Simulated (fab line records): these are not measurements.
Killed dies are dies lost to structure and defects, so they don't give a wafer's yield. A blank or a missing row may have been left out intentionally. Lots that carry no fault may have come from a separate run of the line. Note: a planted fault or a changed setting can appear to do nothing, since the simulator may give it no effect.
A struck lot beside a sound one -- flow nand_harc -- 18 steps out of a route of 1302
Sound: the wafers L687.1, L687.2, L687.4. Wafers struck: L699.1, L699.3, L699.6. At the end, the cause is stated.
Order at every step that has rows: each side's tool, ch and its chambers, its first start. Under that, the readings that differ: sound wafers -- struck wafers -- difference of the means -- sigmas: that difference in standard deviations of wafers without a fault.
alike: a reading whose means differ by less than 2 such deviations, as well as words and numbers matching on both sides. not compared: withheld readings; readings where some wafer has no value; bounds like >300 that might hide an equal value; numbers whose values overlap and for which the record gives no deviation.
A row with sigmas, a row that says differs or no value, or rows on one side alone: a step with any of these is where the two part. When numbers do not overlap yet have no deviation, they are printed without sigmas and do not part them. Lack of a reading on every wafer of one side parts them only where that side has two or more wafers.

NHARC_A_WL_FILL_INSPECT_15:
  sound: defect_inspect-01 at day 22 10:02; struck: defect_inspect-01 at day 27 07:50
  alike: raw_defect_count
NHARC_A_CONTACT_DEP_24: deposits SiO2, target thk 500 nm.
  sound on pecvd-03 ch 1,2, day 22 10:07; struck on pecvd-02 ch 1,2, day 27 07:55
reading,sound,struck,difference,sigmas
throttle_valve_pct (%),17.4 15.2 17.2,15.1 15.1 14.9,-1.6,-3
  alike: heater_power_w
  not compared: since_wet_clean_h
NHARC_A_CONTACT_DEP_28: deposits aC, target thk 7000 nm.
  sound on acl_dep-01 ch 0, day 22 10:44; struck on acl_dep-02 ch 0, day 27 11:08
  alike: throttle_valve_pct
NHARC_A_CONTACT_DEP_29: deposits SiON, target thk 100 nm.
  sound on pecvd-03 ch 0,2, day 22 14:59; struck on pecvd-02 ch 1,2, day 27 15:26
  alike: heater_power_w
  not compared: since_wet_clean_h
then, 7 steps without rows for these wafers: NHARC_A_CONTACT_DEHYDRATE_32 (time 120 s); NHARC_A_CONTACT_HMDS_33 (time 30 s); NHARC_A_CONTACT_COAT_34 (time 75 s); NHARC_A_CONTACT_COAT_35 (time 65 s); NHARC_A_CONTACT_COAT_36 (resist thk 90 nm); NHARC_A_CONTACT_SOFTBAKE_37 (time 55 s); NHARC_A_CONTACT_EBR_38.
NHARC_A_CONTACT_EXPOSE_39: exposes mask A CC 3.
  sound on arfi_scanner-03 ch 0, day 22 15:34; struck on arfi_scanner-03 ch 0, day 27 16:03
reading,sound,struck,difference,sigmas
model.A_CONTACT.overlay_x_nm (nm),-0.05421 -0.05421 -0.05421,20.27 20.27 20.27,+20.32,
  alike: mask, reticle_temp_C
then, 2 steps without rows for these wafers: NHARC_A_CONTACT_PEB_40 (peb time 65 s); NHARC_A_CONTACT_DEVELOP_41 (develop time 35 s).
NHARC_A_CONTACT_CD_MEAS_42 targets a cd of 300 nm.
  sound on cd_sem-03 ch 0, day 22 15:43; struck on cd_sem-02 ch 0, day 27 16:11
  alike: cd_nm
NHARC_A_CONTACT_OVL_MEAS_43:
  sound: overlay-01 at day 22 15:48; struck: overlay-01 at day 27 16:17
reading,sound,struck,difference,sigmas
overlay_x_nm (nm),-0.3 0.2 -0.1,19.8 20.4 19.8,+20.1,+30
  alike: overlay_y_nm
NHARC_A_CONTACT_INSPECT_44:
  sound: defect_inspect-01 at day 22 15:50; struck: defect_inspect-02 at day 27 16:19
  alike: raw_defect_count
NHARC_END_SORT_01:
  the record has rows for the sound wafers here (prober-02 ch 0, day 25 19:38) and none for the struck ones

WHERE THEY PART
At NHARC_A_CONTACT_DEP_24 first; at NHARC_END_SORT_01 last (within this record only).

WHY: what had been put in by the simulator
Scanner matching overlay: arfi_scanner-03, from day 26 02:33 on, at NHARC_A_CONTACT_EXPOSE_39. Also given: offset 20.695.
